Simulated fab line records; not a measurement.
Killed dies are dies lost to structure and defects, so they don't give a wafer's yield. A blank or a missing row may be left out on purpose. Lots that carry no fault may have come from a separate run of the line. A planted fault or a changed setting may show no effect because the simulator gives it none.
Struck lot and sound lot, side by side || flow nand harc || 43 out of 1302 route steps
Sound: wafers L152.2, L152.3, L152.6. Wafers struck: L161.3, L161.5, L161.6. The cause is named last.
Each step with rows lists, per side, the tool, then ch with its chambers, then its first start. Under that, the readings that differ: sound wafers || struck wafers || difference of the means || sigmas: that difference in standard deviations of wafers without a fault.
alike: a reading whose means differ by less than 2 such deviations, as well as words and numbers matching on both sides. not compared: withheld readings; readings where some wafer has no value; bounds like >300 that might hide an equal value; numbers whose values overlap and for which the record gives no deviation.
The two part at a step that has a row with sigmas, a row that says differs or no value, or rows on one side only. Numbers that don't overlap but have no deviation are shown without sigmas and don't part them. Lack of a reading on every wafer of one side parts them only where that side has two or more wafers.

first, 2 steps without rows for these wafers: NHARC_A_CONTACT_PEB_40 (peb time 65 s); NHARC_A_CONTACT_DEVELOP_41 (develop time 35 s).
NHARC_A_CONTACT_CD_MEAS_42: the cd target is 300 nm.
  sound on cd sem-03 ch 0, day 26 05:08; struck on cd sem-03 ch 0, day 30 07:14
  alike: cd nm
NHARC_A_CONTACT_OVL_MEAS_43:
  sound on overlay-01 at day 26 05:13; struck on overlay-02 at day 30 07:19
{"reading": "overlay x nm (nm)", "sound": "0.3 0.3 0.4", "struck": "-1.9 -1.8 -1.6", "difference": -2.1, "sigmas": -3}
{"reading": "overlay y nm (nm)", "sound": "-0.9 -0.8 -1.3", "struck": "1.0 0.3 0.6", "difference": "+1.6", "sigmas": "+2"}
NHARC_A_CONTACT_INSPECT_44:
  sound on defect inspect-02 at day 26 05:15; struck on defect inspect-01 at day 30 07:22
{"reading": "raw defect count", "sound": "72 99 90", "struck": "15 12 14", "difference": -73, "sigmas": -3}
NHARC_A_CONTACT_DESCUM_47: chemistry O2, time 3 s.
  sound on rie diel-05 ch 0,3, day 26 05:19; struck on rie diel-01 ch 0,1,2, day 30 07:26
  alike: drypump motor current A, oes product au, rf vpp V, showerhead plenum p Torr, throttle valve pct
  not compared: rf hours counter h
then, 1 step without rows for these wafers: NHARC_A_CONTACT_ETCH_48 (etches the open film in CF4, target depth 39 nm, time 65 s).
NHARC_A_CONTACT_ETCH_49: etches the open film in N2/H2, target depth 260 nm, time 475.3 s.
  sound: rie diel-05 ch 0,2; struck: rie diel-01 ch 1,2,3
  alike: drypump motor current A, h2 flow sccm, oes product au, rf vpp V, showerhead plenum p Torr, throttle valve pct
  not compared: rf hours counter h
then, 4 steps without rows for these wafers: NHARC_A_CONTACT_ETCH_50 (etches the open film in CF4/CHF3, target depth 121 nm, time 60.5 s); NHARC_A_CONTACT_ETCH_51 (etches the open film in O2/COS, target depth 7000 nm, time 1820 s); NHARC_A_CONTACT_ETCH_111 (etches the open film in C4F8/O2/Ar, time 140 s, target depth 700 nm); NHARC_A_CONTACT_ETCH_112 (etches the open film in C4F8/O2/Ar, time 190 s, target depth 1850 nm).
NHARC_A_CONTACT_ETCH_113: etches the open film in C4F8/O2/Ar, time 190 s, target depth 1850 nm.
  sound on har cap etch-03 ch 0, day 26 07:32; struck on har cap etch-01 ch 0,1, day 30 10:21
  alike: oes air line au
  not compared: rf hours counter h
NHARC_A_CONTACT_ETCH_114: etches the open film in C4F8/O2/Ar, time 190 s, target depth 1850 nm.
  sound on har cap etch-03 ch 0, day 26 07:42; struck on har cap etch-01 ch 0,1, day 30 10:31
  alike: oes air line au
  not compared: rf hours counter h
then, 4 steps without rows for these wafers: NHARC_A_CONTACT_ETCH_115 (etches the open film in C4F8/O2/Ar, time 190 s, target depth 1850 nm); NHARC_A_CONTACT_ETCH_116 (etches the open film in C4F8/O2/Ar, time 190 s, target depth 1850 nm); NHARC_A_CONTACT_ETCH_117 (etches the open film in C4F8/O2/Ar, time 190 s, target depth 1850 nm); NHARC_A_CONTACT_ETCH_118 (etches the open film in C4F8/O2/Ar, time 190 s, target depth 1850 nm).
NHARC_A_CONTACT_ETCH_119: etches the open film in C4F8/O2/Ar, time 190 s, target depth 1850 nm.
  sound on har cap etch-03 ch 0, day 26 08:34; struck on har cap etch-01 ch 0,1, day 30 11:23
  alike: oes air line au
  not compared: rf hours counter h
then, 6 steps without rows for these wafers: NHARC_A_CONTACT_ETCH_120 (etches the open film in C4F8/O2/Ar, time 190 s, target depth 1850 nm); NHARC_A_CONTACT_ETCH_121 (etches the open film in C4F8/O2/Ar, time 190 s, target depth 1850 nm); NHARC_A_CONTACT_ETCH_122 (etches the open film in C4F8/O2/Ar, time 190 s, target depth 1850 nm); NHARC_A_CONTACT_ETCH_123 (etches the open film in C4F8/O2/Ar, time 490 s, target depth 2110 nm); NHARC_A_CONTACT_ETCH_90 (etches the open film in CH3F/O2, target depth 40 nm, time 85.7 s); NHARC_A_CONTACT_ETCH_96 (etches the open film in C4F6/O2, target depth 20 nm, time 10 s).
NHARC_A_CONTACT_CD_MEAS_53:
  sound on cd sem-03 at day 26 10:25; struck on cd sem-03 at day 30 13:11
  alike: cd nm
then, 6 steps without rows for these wafers: NHARC_A_CONTACT_STRIP_99 (strips in N2/H2); NHARC_A_CONTACT_STRIP_100 (strips in CF4/CHF3); NHARC_A_CONTACT_STRIP_101 (strips in O2/COS); NHARC_A_CONTACT_ETCH_102 (etches the open film in CF4/O2, target depth 100 nm, overetch 10 nm, time 55 s); NHARC_A_CONTACT_STRIP_55 (strips in O2); NHARC_A_CONTACT_STRIP_56 (strips in post etch residue remover, time 600 s).
NHARC_A_CONTACT_DEP_57: deposits aC, target thk 5300 nm.
  sound on acl dep-01 ch 0, day 26 13:27; struck on acl dep-02 ch 0, day 30 15:13
  alike: throttle valve pct
then, 9 steps without rows for these wafers: NHARC_A_CONTACT_DEP_58 (deposits SiON, target thk 90 nm); NHARC_A_CONTACT_DEHYDRATE_59 (time 120 s); NHARC_A_CONTACT_HMDS_60 (time 30 s); NHARC_A_CONTACT_COAT_61 (time 75 s); NHARC_A_CONTACT_COAT_62 (time 65 s); NHARC_A_CONTACT_COAT_63 (resist thk 90 nm); NHARC_A_CONTACT_SOFTBAKE_64 (time 55 s); NHARC_A_CONTACT_EBR_65; NHARC_A_CONTACT_EXPOSE_66 (exposes mask A CC 2).
-- record jumps: 3 days between struck wafers' starts before vs after; left off in module A_CONTACT, resumes in module END, first step shown is number 1302 of the route --
NHARC_END_SORT_01:
  sound on prober-01 ch 0, day 29 08:06; struck on prober-01 ch 0, day 33 12:04
{"reading": "killed at array", "sound": "40 49 45", "struck": "102 99 119", "difference": "+62", "sigmas": "+4"}
{"reading": "killed dies", "sound": "47 54 51", "struck": "106 106 125", "difference": "+62", "sigmas": "+4"}
  alike: killed at other, killed at periphery, killed open, killed short

## WHERE THEY PART
First at NHARC_A_CONTACT_OVL_MEAS_43; last, within this record, at NHARC_END_SORT_01.

WHY: whatever the simulator had introduced
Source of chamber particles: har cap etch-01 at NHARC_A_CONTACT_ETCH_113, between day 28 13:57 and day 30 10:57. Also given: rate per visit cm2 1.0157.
